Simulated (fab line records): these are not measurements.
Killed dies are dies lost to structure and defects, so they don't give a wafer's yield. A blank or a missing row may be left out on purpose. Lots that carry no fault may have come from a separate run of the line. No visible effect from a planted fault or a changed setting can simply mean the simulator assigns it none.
Matching of chambers | flow n5Finfet | N5_BEOL_M9_ILD_DEP_00 on pecvd-04 has 3 sister chambers
The step deposits SiCOH lowk from DEMS/porogen, target thk 308.51 nm, time 58 s. 6 wafers are shown with their chamber, then 12 later ones without.

== EACH WAFER AND ITS CHAMBER ==
wafer  | chamber | showerheadPlenumPTorr (Torr) | heaterPowerW (W)
L086.1 | 2       | 5.754                        | 293
L086.5 | 2       | 5.729                        | 238
L089.6 | 1       | 5.753                        | 330
L091.2 | 0       | 5.716                        | 343
L091.4 | 1       | 5.739                        | 296
L091.6 | 0       | 5.719                        | 349

== WAFERS WITHOUT THEIR CHAMBER ==
wafer  | showerheadPlenumPTorr (Torr) | heaterPowerW (W)
L090.1 | 5.749                        | 358
L090.5 | 5.731                        | 361
L090.6 | 5.760                        | 262
L092.2 | 5.755                        | 364
L092.5 | 5.757                        | 364
L092.6 | 5.726                        | 344
L095.1 | 5.739                        | 285
L095.5 | 5.737                        | 288
L095.6 | 5.759                        | 376
L097.1 | 5.712                        | 356
L097.4 | 5.729                        | 281
L097.5 | 5.771                        | 376

== CHAMBER TAKEN BY EACH ==
wafer  | from the rows above          | in truth
L090.1 | can't be placed: 1 or 0 or 2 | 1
L090.5 | can't be placed: 0 or 1      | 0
L090.6 | can't be placed: 2 or 1      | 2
L092.2 | can't be placed: 1 or 0 or 2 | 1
L092.5 | can't be placed: 1 or 0 or 2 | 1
L092.6 | can't be placed: 0 or 1      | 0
L095.1 | can't be placed: 2 or 1      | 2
L095.5 | can't be placed: 2 or 1 or 0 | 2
L095.6 | can't be placed: 1 or 0 or 2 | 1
L097.1 | 0                            | 0
L097.4 | can't be placed: 2 or 1 or 0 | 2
L097.5 | can't be placed: 1 or 0 or 2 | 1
Placed correctly: 1 of 12. Not placeable from these rows: 11 (in 11, the candidates include the true chamber). 0 placed wrongly.
How it was worked out, from the rows above alone: a wafer's distance from a chamber is the root of the sum, over the readings, of the square of ((its reading less the chamber's mean) divided by the reading's scatter). If the next closest chamber is less than 2 further off than the closest, the wafer can't be placed; otherwise it belongs to the closest. The mean given for a chamber averages the wafers shown for that chamber. How the scatter is found: for the shown wafers, subtract from each reading the mean of its chamber, square and add these, divide the total by (wafers less chambers), then take the root.
